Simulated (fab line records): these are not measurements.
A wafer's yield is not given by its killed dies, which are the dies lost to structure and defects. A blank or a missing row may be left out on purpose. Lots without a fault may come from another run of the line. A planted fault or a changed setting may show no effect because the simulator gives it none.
Matching of chambers / flow nand harc / 3 sister chambers for NHARC_A_STAIRCASE_DEP_322 on pecvd-03
The step deposits SiO2, target thk 3800 nm. 6 wafers are shown with their chamber, then 10 later ones without.

WAFERS WITH THEIR CHAMBER
wafer=L088.4; chamber=2; heater power w (W)=698; susceptor temp C (C)=399.70
wafer=L091.1; chamber=1; heater power w (W)=774; susceptor temp C (C)=400.28
wafer=L091.3; chamber=2; heater power w (W)=840; susceptor temp C (C)=400.40
wafer=L091.5; chamber=0; heater power w (W)=548; susceptor temp C (C)=399.88
wafer=L090.1; chamber=1; heater power w (W)=734; susceptor temp C (C)=400.23
wafer=L090.2; chamber=0; heater power w (W)=657; susceptor temp C (C)=400.05

WAFERS MISSING THEIR CHAMBER
wafer=L090.4; heater power w (W)=549; susceptor temp C (C)=400.19
wafer=L092.2; heater power w (W)=680; susceptor temp C (C)=399.95
wafer=L092.4; heater power w (W)=690; susceptor temp C (C)=400.19
wafer=L092.5; heater power w (W)=550; susceptor temp C (C)=400.16
wafer=L094.1; heater power w (W)=819; susceptor temp C (C)=400.27
wafer=L094.3; heater power w (W)=552; susceptor temp C (C)=400.57
wafer=L094.5; heater power w (W)=558; susceptor temp C (C)=399.93
wafer=L095.1; heater power w (W)=574; susceptor temp C (C)=399.66
wafer=L095.4; heater power w (W)=679; susceptor temp C (C)=399.96
wafer=L095.6; heater power w (W)=669; susceptor temp C (C)=400.15

THE CHAMBER EACH PASSED THROUGH
wafer=L090.4; from the rows above=can't be placed: 0 or 1 or 2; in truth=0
wafer=L092.2; from the rows above=can't be placed: 0 or 2 or 1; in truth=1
wafer=L092.4; from the rows above=can't be placed: 1 or 2 or 0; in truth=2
wafer=L092.5; from the rows above=can't be placed: 0 or 1 or 2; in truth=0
wafer=L094.1; from the rows above=can't be placed: 1 or 2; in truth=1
wafer=L094.3; from the rows above=can't be placed: 0 or 1 or 2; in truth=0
wafer=L094.5; from the rows above=0; in truth=0
wafer=L095.1; from the rows above=can't be placed: 0 or 2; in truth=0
wafer=L095.4; from the rows above=can't be placed: 0 or 2 or 1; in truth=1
wafer=L095.6; from the rows above=can't be placed: 0 or 1 or 2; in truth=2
Placed correctly: 1 of 10. Can't be placed from these rows: 9 (the true chamber is among the candidates in 9). Wrongly placed: 0.
How it was worked out, from the rows above alone: a wafer's distance from a chamber is the root of the sum, over the readings, of the square of ((its reading less the chamber's mean) divided by the reading's scatter). The wafer belongs to the nearest chamber; if the next one is less than 2 further off, it can't be placed. The mean given for a chamber averages the wafers shown for that chamber. The scatter: the root of (the sum of the squares of (reading less its chamber's mean) over the shown wafers, divided by (wafers less chambers)).
